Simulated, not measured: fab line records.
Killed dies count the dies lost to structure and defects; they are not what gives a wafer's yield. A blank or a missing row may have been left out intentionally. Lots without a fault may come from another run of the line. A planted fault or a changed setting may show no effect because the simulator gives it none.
fab line records	flow n5Finfet
record: lots: 5	wafers: 15	lastDay: 22
route steps=1938 shown BEOL_M15@1821 PASS1_DEP@1831 MIM_BOT@1832 MIM_TOP@1834
lots untouched by any fault: they come from a run of this same line in which no faults occurred
startH: the number of hours between the record's first day and the start of the first shown wafer of the lot	waitH: hours from the lot's prior step to this one	" the same as in the row above	L1.1+2: one row covering several wafers at once	- no value, or no start was given	* or withheld: withheld	< > ~ a bound
route shown NAME@n: names a module that has steps shown in the file, with the first one's number in the route	usual: average and standard deviation across the fault-free wafers	same: alike in all rows	chamber/n: place in a boat	sites: each site's reading	_std_site: standard deviation across them	_edge_site: the outer-site mean with the inner-site mean subtracted	radiusMm: how far each site lies from the wafer's centre	mask NAME#n: copy n	behind: the tool/chamber that last shaped the wafer	hold: why the lot was held/for how many hours/how that ended	device: the n, p or np transistor that did not switch	end of line: tests run on the same wafers once the route is complete	a step given without rows: its recipe and nothing more	killed: count of dies lost to structure and defects at first sort (not the wafer's yield)	map: dies across one wafer; x = killed, . = not, _ = none there
set.NAME: the setting as run; set.NAME@STEP: as run at that earlier step	model.NAME: the simulator's own value behind a step, which no gauge read
lots at some steps of the route; a table a step, a row a wafer
services: the hour from which a tool's chamber was out of use, counted from the record's first day as startH (under 0 if before that day), plus the number of hours and why
== steps ==
step: N5_BEOL_M15_SPUTTER_45
recipe: material: Cu	targetThkA: 1000	tempC: -20	biasV: 60	powerW: 26000	chamberPressurePa: 0.13	timeS: 16.67
usual: throttleValvePct: 29.4/0.98
lot.wafer	tool	chamber	startH	waitH	throttleValvePct
L986.1	pvdSputter-01	-	323.76	0.0	30.0
L986.2	"	-	"	"	28.7
L986.3	"	-	"	"	31.2
L987.2	pvdSputter-03	-	331.62	0.0	29.2
L987.5	"	-	"	"	29.3
L987.6	"	-	"	"	28.7
L994.1	pvdSputter-02	-	422.19	0.0	28.9
L994.2	"	-	"	"	30.8
L994.4	"	-	"	"	28.5
L102.2	pvdSputter-01	-	493.05	0.0	29.9
L102.3	"	-	"	"	29.6
L102.4	"	-	"	"	28.6
L990.2	pvdSputter-02	-	498.99	0.0	31.0
L990.4	"	-	"	"	29.9
L990.5	"	-	"	"	30.2
step: N5_BEOL_M15_ECD_47
recipe: material: Cu	targetThkA: 18600
step: N5_BEOL_M15_ANNEAL_48
recipe: tempC: 225	timeS: 90	ambient: N2
usual: annealTempC: 225.01/0.17	wafer_temp_C_max: 226.07/0.28
lot.wafer	tool	chamber	startH	waitH	annealTempC	wafer_temp_C_max
L986.1	rtpAnneal-02	0	324.12	0.2	225.17	226.13
L986.2	"	0	"	"	225.07	226.35
L986.3	"	0	"	"	225.21	225.87
L987.2	rtpAnneal-02	0	332.03	0.2	224.73	225.93
L987.5	"	0	"	"	224.90	225.92
L987.6	"	0	"	"	224.97	226.15
L994.1	rtpAnneal-02	0	422.55	0.2	225.05	225.91
L994.2	"	0	"	"	225.20	226.00
L994.4	"	0	"	"	225.10	225.47
L102.2	rtpAnneal-02	0	493.85	0.6	225.03	226.07
L102.3	"	0	"	"	225.06	226.20
L102.4	"	0	"	"	225.25	225.94
L990.2	rtpAnneal-01	0	499.39	0.2	225.09	226.09
L990.4	"	0	"	"	225.04	226.71
L990.5	"	0	"	"	225.00	226.04
step: N5_BEOL_M15_CMP_49
recipe: stopOn: SiO2	tOverpolishS: 4.9	downForcePsi: 2	platenRpm: 80	clearingPlatenDownForcePsi: 2	clearingPlatenRpm: 80	postCmpClean: cuAlkaline	targetThkNm: 850	clearingPlatenPadVelocityMS: 1.5917	padVelocityMS: 1.5917
usual: barrierFieldEndpointS: 11.32/0.24	clearingPlatenRpm: 80.01/0.04	motorCurrentA: 8.1/0.9	overpolishRunS: 4.900/0.0088
lot.wafer	tool	chamber	startH	waitH	barrierFieldEndpointS	clearingPlatenRpm	motorCurrentA	overpolishRunS
L986.3	cmp-03	0	324.42	0.2	11.16	80.03	7.6	4.905
L986.1	"	1	"	"	11.45	80.01	8.4	4.886
L986.2	"	3	"	"	11.24	79.98	8.5	4.895
L987.2	cmp-03	2	332.39	0.3	10.97	79.94	7.7	4.895
L987.5	"	3	"	"	10.97	80.02	8.1	4.912
L987.6	"	0	"	"	11.16	79.94	7.7	4.905
L994.4	cmp-02	2	422.88	0.2	11.58	79.90	9.7	4.912
L994.1	"	3	"	"	11.01	79.97	6.5	4.901
L994.2	"	0	"	"	11.76	79.99	8.0	4.903
L102.4	cmp-02	3	494.10	0.1	11.22	80.05	6.2	4.904
L102.2	"	1	"	"	11.51	80.00	8.4	4.897
L102.3	"	2	"	"	11.31	79.94	9.2	4.898
L990.2	cmp-02	1	499.65	0.2	11.45	80.03	8.4	4.887
L990.4	"	2	"	"	11.47	80.05	8.8	4.899
L990.5	"	1	"	"	11.32	79.94	8.2	4.899
step: N5_BEOL_M15_THK_MEAS_50
recipe: thkMeasGauge: xrf	reads: Cu_of_BEOL_M15_ECD_47
usual: M15_THK: 833/12
lot.wafer	tool	chamber	startH	waitH	M15_THK[nm]
L986.1	filmMetro-01	-	324.72	-	825
L986.2	"	-	"	"	820
L986.3	"	-	"	"	837
L987.2	filmMetro-02	-	332.57	-	837
L987.5	"	-	"	"	833
L987.6	"	-	"	"	842
L994.1	filmMetro-01	-	423.14	-	809
L994.2	"	-	"	"	835
L994.4	"	-	"	"	820
L102.2	filmMetro-02	-	494.40	-	823
L102.3	"	-	"	"	818
L102.4	"	-	"	"	812
L990.2	filmMetro-02	-	499.94	-	830
L990.4	"	-	"	"	824
L990.5	"	-	"	"	830
step: N5_BEOL_M15_PRE_CLEAN_52
recipe: gas: NH3	timeS: 15	tempC: withheld	rfPowerW: 300
step: N5_BEOL_M15_DEP_53
recipe: material: SiCN	targetThkA: 500	tempC: withheld	precursor: 3MS/NH3	pressureTorr: 3	rfW: 675	timeS: 17.8
step: N5_BEOL_M15_RS_MEAS_54
recipe: thkMeasGauge: four-point-probe	reads: Cu_of_BEOL_M15_ECD_47+Ta_of_BEOL_M15_SPUTTER_44+TaN_of_BEOL_M15_SPUTTER_43
usual: M15_RS: 0.02162/0.00027
lot.wafer	tool	chamber	startH	waitH	M15_RS[ohm/sq]
L986.1	filmMetro-01	-	324.84	0.0	0.02173
L986.2	"	-	"	"	0.02183
L986.3	"	-	"	"	0.02151
L987.2	filmMetro-02	-	332.73	0.1	0.02156
L987.5	"	-	"	"	0.0217
L987.6	"	-	"	"	0.02146
L994.1	filmMetro-01	-	423.27	0.0	0.02209
L994.2	"	-	"	"	0.02141
L994.4	"	-	"	"	0.02184
L102.2	filmMetro-02	-	494.53	0.1	0.0216
L102.3	"	-	"	"	0.02174
L102.4	"	-	"	"	0.022
L990.2	filmMetro-01	-	500.07	0.1	0.0218
L990.4	"	-	"	"	0.02199
L990.5	"	-	"	"	0.02178
step: N5_BEOL_M15_INSPECT_55
recipe: inspectInstrument: darkfield	mode: postDep
usual: rawDefectCount: 61/23
lot.wafer	tool	chamber	startH	waitH	rawDefectCount
L986.1	defectInspect-01	-	324.87	0.0	168
L986.2	"	-	"	"	57
L986.3	"	-	"	"	60
L987.2	defectInspect-01	-	332.76	0.0	60
L987.5	"	-	"	"	42
L987.6	"	-	"	"	41
L994.1	defectInspect-02	-	423.29	0.0	56
L994.2	"	-	"	"	48
L994.4	"	-	"	"	38
L102.2	defectInspect-01	-	494.55	0.0	67
L102.3	"	-	"	"	42
L102.4	"	-	"	"	53
L990.2	defectInspect-01	-	500.10	0.0	50
L990.4	"	-	"	"	46
L990.5	"	-	"	"	49
step: N5_BEOL_M15_RC_MEAS_101
usual: COMB_M10: 1.6e-11/3.1e-12	COMB_M11: 1.51e-11/2.9e-12	COMB_M12: 7.3e-12/1.4e-12	COMB_M13: 5.6e-12/1e-12	COMB_M14: 4.4e-12/7.7e-13	COMB_M15: 3.2e-12/5.3e-13	COMB_M5: 3.8e-11/7e-12	COMB_M6: 2.7e-11/4.8e-12	COMB_M7: 2.6e-11/5.5e-12	COMB_M8: 2.6e-11/4.4e-12	COMB_M9: 1.55e-11/2.9e-12	SERP_M10: 3.08/0.069	SERP_M11: 3.08/0.068	SERP_M12: 0.636/0.014	SERP_M13: 0.306/0.0057	SERP_M14: 0.161/0.0031	SERP_M5: 38.3/1	SERP_M6: 13.7/0.48	SERP_M7: 13.8/0.42	SERP_M8: 13.9/0.57	SERP_M9: 3.06/0.076	SERP_M9_max_site: 3.15/0.077
lot.wafer	tool	chamber	startH	waitH	COMB_M10[S/m]	COMB_M11[S/m]	COMB_M12[S/m]	COMB_M13[S/m]	COMB_M14[S/m]	COMB_M15[S/m]	COMB_M5[S/m]	COMB_M6[S/m]	COMB_M7[S/m]	COMB_M8[S/m]	COMB_M9[S/m]	SERP_M10[ohm/um]	SERP_M11[ohm/um]	SERP_M12[ohm/um]	SERP_M13[ohm/um]	SERP_M14[ohm/um]	SERP_M5[ohm/um]	SERP_M6[ohm/um]	SERP_M7[ohm/um]	SERP_M8[ohm/um]	SERP_M9[ohm/um]	SERP_M9_max_site[ohm/um]
L986.1	prober-02	0	324.90	0.0	2.6e-11	1.07e-11	7.4e-12	4.7e-12	5.1e-12	3e-12	4.3e-11	2.7e-11	2.3e-11	3.2e-11	1.57e-11	3.00	3.09	0.624	0.310	0.163	40.3	14.0	13.6	13.5	3.10	3.18
L986.2	"	0	"	"	1.5e-11	1.13e-11	7e-12	5.7e-12	4e-12	3.3e-12	3.2e-11	2.8e-11	1.9e-11	3.2e-11	2.33e-11	2.99	3.09	0.623	0.307	0.158	40.4	13.3	14.0	13.3	3.05	3.15
L986.3	"	0	"	"	2.3e-11	1.23e-11	7.2e-12	5.5e-12	4.2e-12	2.6e-12	4.3e-11	3.3e-11	2.8e-11	2.8e-11	1.95e-11	3.13	3.06	0.644	0.313	0.160	39.8	13.6	13.3	13.8	2.97	3.08
L987.2	prober-02	0	332.94	0.2	1.2e-11	1.32e-11	5.6e-12	7.1e-12	5.8e-12	3.1e-12	3.8e-11	2.5e-11	2.4e-11	2.6e-11	1.2e-11	3.18	3.17	0.635	0.303	0.161	38.1	14.1	13.7	14.8	3.05	3.19
L987.5	"	0	"	"	1.8e-11	1.55e-11	7.7e-12	7.5e-12	4.2e-12	3e-12	4.4e-11	2.8e-11	3e-11	2.4e-11	1.63e-11	3.10	3.14	0.659	0.305	0.166	38.1	14.6	14.5	13.9	3.15	3.22
L987.6	"	0	"	"	1.3e-11	1.44e-11	7.3e-12	5.9e-12	4e-12	4.1e-12	4.5e-11	2.3e-11	3.3e-11	2e-11	1.46e-11	3.03	3.21	0.638	0.305	0.161	37.5	13.6	13.5	14.6	3.12	3.17
L994.1	prober-02	0	423.32	0.0	1.4e-11	1.66e-11	5.7e-12	5.5e-12	4.1e-12	3.3e-12	3.3e-11	2e-11	2.1e-11	2.6e-11	1.62e-11	3.12	3.10	0.666	0.292	0.166	37.5	14.1	13.7	13.8	3.06	3.16
L994.2	"	0	"	"	1.5e-11	1.61e-11	8.3e-12	4.6e-12	4.8e-12	2.9e-12	3.7e-11	3e-11	3.5e-11	2.6e-11	1.41e-11	3.13	3.05	0.650	0.299	0.160	37.4	13.0	13.7	13.6	3.08	3.21
L994.4	"	0	"	"	1.6e-11	2.34e-11	5.9e-12	5.5e-12	5.2e-12	3e-12	2.9e-11	2.9e-11	2.7e-11	3.2e-11	2.16e-11	3.17	3.07	0.648	0.300	0.162	39.3	13.8	13.3	13.8	3.10	3.13
L102.2	prober-01	0	494.73	0.2	1.4e-11	1.11e-11	8.6e-12	6.4e-12	4.7e-12	3.7e-12	4.7e-11	2e-11	2.9e-11	3.7e-11	1.7e-11	3.00	2.97	0.623	0.305	0.162	38.3	14.3	14.1	13.9	3.11	3.14
L102.3	"	0	"	"	1.6e-11	1.62e-11	8.1e-12	5e-12	4.3e-12	3.1e-12	2.8e-11	2.7e-11	2.3e-11	2.5e-11	1.67e-11	2.99	2.94	0.642	0.302	0.158	37.5	14.6	13.7	12.8	3.01	3.18
L102.4	"	0	"	"	1.2e-11	1.75e-11	6.8e-12	5.7e-12	4.7e-12	3.8e-12	4.1e-11	3e-11	2.3e-11	2.9e-11	1.79e-11	3.09	3.08	0.640	0.299	0.159	38.0	13.7	14.1	13.5	2.95	3.15
L990.2	prober-01	0	500.28	0.2	1.7e-11	1.44e-11	6.5e-12	5.9e-12	3.9e-12	3.2e-12	4.7e-11	3.2e-11	2e-11	2.5e-11	1.94e-11	2.95	3.09	0.639	0.308	0.163	36.5	14.0	14.4	13.6	3.27	3.33
L990.4	"	0	"	"	1.7e-11	1.42e-11	7.7e-12	5.6e-12	2.9e-12	2.6e-12	3.7e-11	2.7e-11	2.6e-11	2.8e-11	1.27e-11	3.03	3.08	0.646	0.308	0.158	38.7	14.2	13.8	13.2	3.26	3.29
L990.5	"	0	"	"	1.8e-11	1.28e-11	1.06e-11	4.9e-12	4.1e-12	2.9e-12	4.4e-11	2.5e-11	2.7e-11	1.6e-11	1.97e-11	3.08	3.03	0.636	0.309	0.158	39.3	14.0	13.5	13.3	3.16	3.19
step: N5_PASSIVATION_PECVD_00
recipe: material: SiO2	targetThkA: 2000	tempC: 400	precursor: SiH4/N2O	pressureTorr: 2.7	rfW: 608	timeS: 11.2
usual: heaterPowerW: 618/65	showerheadPlenumPTorr: 8.11/0.079	showerheadVppV: 1539/60	throttleValvePct: 51.4/2.2
lot.wafer	tool	chamber	startH	waitH	heaterPowerW	showerheadPlenumPTorr	showerheadVppV	throttleValvePct
L986.1	pecvd-03	0	325.86	0.8	678	8.18	1583	53.0
L986.2	"	2	"	"	624	8.08	1601	48.2
L986.3	"	1	"	"	656	7.95	1581	52.7
L987.2	pecvd-03	2	333.74	0.7	647	8.11	1606	48.4
L987.5	"	2	"	"	635	8.10	1565	48.2
L987.6	"	0	"	"	619	8.17	1629	53.3
L994.1	pecvd-02	0	424.28	0.8	744	8.20	1573	52.8
L994.2	"	2	"	"	566	8.08	1583	51.5
L994.4	"	0	"	"	767	8.17	1585	52.9
L102.2	pecvd-04	2	495.55	0.7	582	8.10	1487	53.9
L102.3	"	1	"	"	598	8.23	1471	45.4
L102.4	"	1	"	"	589	8.24	1443	45.3
L990.2	pecvd-02	1	501.08	0.7	496	8.15	1452	50.0
L990.4	"	0	"	"	665	8.20	1586	52.5
L990.5	"	1	"	"	507	8.16	1428	50.0
step: N5_MIM_BOT_DEGAS_01
recipe: ambient: vacuum	tempC: 300	timeS: 60
usual: heaterPowerW: 453/43
lot.wafer	tool	chamber	startH	waitH	heaterPowerW
L986.1	pvdSputter-01	-	326.50	0.6	477
L986.2	"	-	"	"	456
L986.3	"	-	"	"	406
L987.2	pvdSputter-02	-	334.80	1.0	432
L987.5	"	-	"	"	432
L987.6	"	-	"	"	411
L994.1	pvdSputter-02	-	425.01	0.7	522
L994.2	"	-	"	"	409
L994.4	"	-	"	"	418
L102.2	pvdSputter-03	-	496.09	0.5	401
L102.3	"	-	"	"	445
L102.4	"	-	"	"	516
L990.2	pvdSputter-02	-	502.55	1.4	496
L990.4	"	-	"	"	405
L990.5	"	-	"	"	433
step: N5_MIM_BOT_SPUTTER_00
recipe: material: TiN	targetThkA: 350	tempC: 200	powerW: 3000	chamberPressurePa: 0.49996	gas: Ar	reactivePartialPa: 0.37997	timeS: 89.7
usual: throttleValvePct: 29.4/1
lot.wafer	tool	chamber	startH	waitH	throttleValvePct	model.TiN_of_MIM_BOT_SPUTTER_00.thkNm
L986.1	pvdSputter-01	-	326.54	0.0	29.3	34.4
L986.2	"	-	"	"	28.5	34.6
L986.3	"	-	"	"	29.9	35
L987.2	pvdSputter-02	-	334.84	0.0	28.6	35
L987.5	"	-	"	"	28.6	34.8
L987.6	"	-	"	"	28.8	35.2
L994.1	pvdSputter-02	-	425.05	0.0	30.8	36.4
L994.2	"	-	"	"	29.0	36.2
L994.4	"	-	"	"	28.7	34.6
L102.2	pvdSputter-03	-	496.13	0.0	28.2	35
L102.3	"	-	"	"	29.4	35.2
L102.4	"	-	"	"	29.1	35.2
L990.2	pvdSputter-02	-	502.59	0.0	30.1	34.8
L990.4	"	-	"	"	29.0	35
L990.5	"	-	"	"	28.6	35
step: N5_MIM_TOP_ALD_00
recipe: material: Al2O3	targetThkA: *	tempC: withheld	aldPrecursorFamily: TMA	aldCoReactant: O3	pulseTimeS: withheld	purgeTimeS: 3	coReactantPurgeTimeS: withheld	coReactantPulseTimeS: 3	aldCycles: withheld
== services ==
tool	chamber	startH	hours	kind
cmp-03	-	303.08	2.8	repair
cmp-02	-	303.40	0.6	repair
cmp-03	-	313.46	4.0	pm
cmp-03	-	317.46	-	consumableReplace:conditioner
cmp-03	-	317.46	-	consumableReplace:pad
cmp-03	-	336.82	3.6	repair
pecvd-02	2	337.97	16.0	repair
pecvd-04	-	343.78	0.7	repair
pecvd-02	1	350.57	5.5	scheduledDown
pecvd-02	2	355.96	3.8	repair
cmp-03	-	357.64	2.2	pm
pvdSputter-03	-	368.86	6.0	repair
cmp-02	-	393.48	1.2	repair
pecvd-04	1	411.59	7.1	repair
pecvd-03	1	415.22	2.1	scheduledDown
cmp-03	-	416.98	0.5	repair
pecvd-03	0	418.93	5.5	scheduledDown
cmp-02	-	434.92	0.9	repair
pvdSputter-01	-	437.04	27.5	repair
pecvd-03	-	474.19	1.1	repair
cmp-03	-	474.41	3.2	repair
pecvd-02	1	486.54	5.2	repair
pecvd-03	2	491.49	18.3	repair
cmp-03	-	497.63	5.3	pm
== key ==
firstSign none at tools or gauges
modelEffect: step: N5_MIM_BOT_SPUTTER_00	value: TiN_of_MIM_BOT_SPUTTER_00.thkNm	without: 35.1	struck: 36.3
metAt N5_MIM_BOT_SPUTTER_00
struckWafers L994.1,L994.2
onsetBetween 334.84 425.05
fault: kind: processParameterDrift	tool: pvdSputter-02	chamber: -	onsetH: 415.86	steps: N5_MIM_BOT_SPUTTER_00	channel: timeS	offset: *	shape: step	endH: 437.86	scope: struckWafersOnly	actsIn: *	stated: *
